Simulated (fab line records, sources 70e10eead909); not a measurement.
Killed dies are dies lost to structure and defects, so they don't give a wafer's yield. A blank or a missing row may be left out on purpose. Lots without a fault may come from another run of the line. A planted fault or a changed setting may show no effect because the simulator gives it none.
Chamber matching | flow nand_harc | NHARC_A_CHANNEL_FILL_D1_ETCHBACK_20 on rie_diel-09: 4 sister chambers
The step etches the open film in C4F8/O2/Ar, target depth 27 nm, time 13.5 s. 8 wafers are shown with their chamber, then 11 later ones without.

WAFERS WITH THEIR CHAMBER
wafer  | chamber | rf_vpp_V (V) | oes_product_au (a.u.)
L086.3 | 2       | 985          | 0.99
L086.5 | 2       | 985          | 0.99
L087.2 | 0       | 968          | 0.99
L087.4 | 3       | 989          | 1.01
L088.1 | 1       | 971          | 0.95
L088.4 | 3       | 988          | 0.96
L088.5 | 0       | 968          | 0.96
L091.3 | 1       | 972          | 1.00

WAFERS WITHOUT THEIR CHAMBER
wafer  | rf_vpp_V (V) | oes_product_au (a.u.)
L091.4 | 989          | 1.00
L091.6 | 983          | 0.99
L093.3 | 972          | 1.01
L093.5 | 969          | 0.99
L093.6 | 972          | 1.00
L095.1 | 982          | 0.91
L095.2 | 987          | 0.92
L095.5 | 969          | 0.92
L096.1 | 984          | 0.95
L096.2 | 971          | 0.96
L096.3 | 969          | 0.95

WHICH CHAMBER EACH WENT THROUGH
wafer  | from the rows above     | in truth
L091.4 | 3                       | 3
L091.6 | 2                       | 2
L093.3 | 1                       | 1
L093.5 | 0                       | 0
L093.6 | 1                       | 1
L095.1 | 2                       | 2
L095.2 | can't be placed: 3 or 2 | 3
L095.5 | 0                       | 0
L096.1 | 2                       | 2
L096.2 | 1                       | 1
L096.3 | 0                       | 0
Placed correctly: 10 of 11. Can't be placed from these rows: 1 (the true chamber is among the candidates in 1). Placed wrongly: 0.
How it was worked out, from the rows above alone: a wafer's distance from a chamber is the root of the sum, over the readings, of the square of ((its reading less the chamber's mean) divided by the reading's scatter). The wafer belongs to the nearest chamber; if the next one is less than 2 further off, it can't be placed. A chamber's mean is the mean of its shown wafers. The scatter: the root of (the sum of the squares of (reading less its chamber's mean) over the shown wafers, divided by (wafers less chambers)).
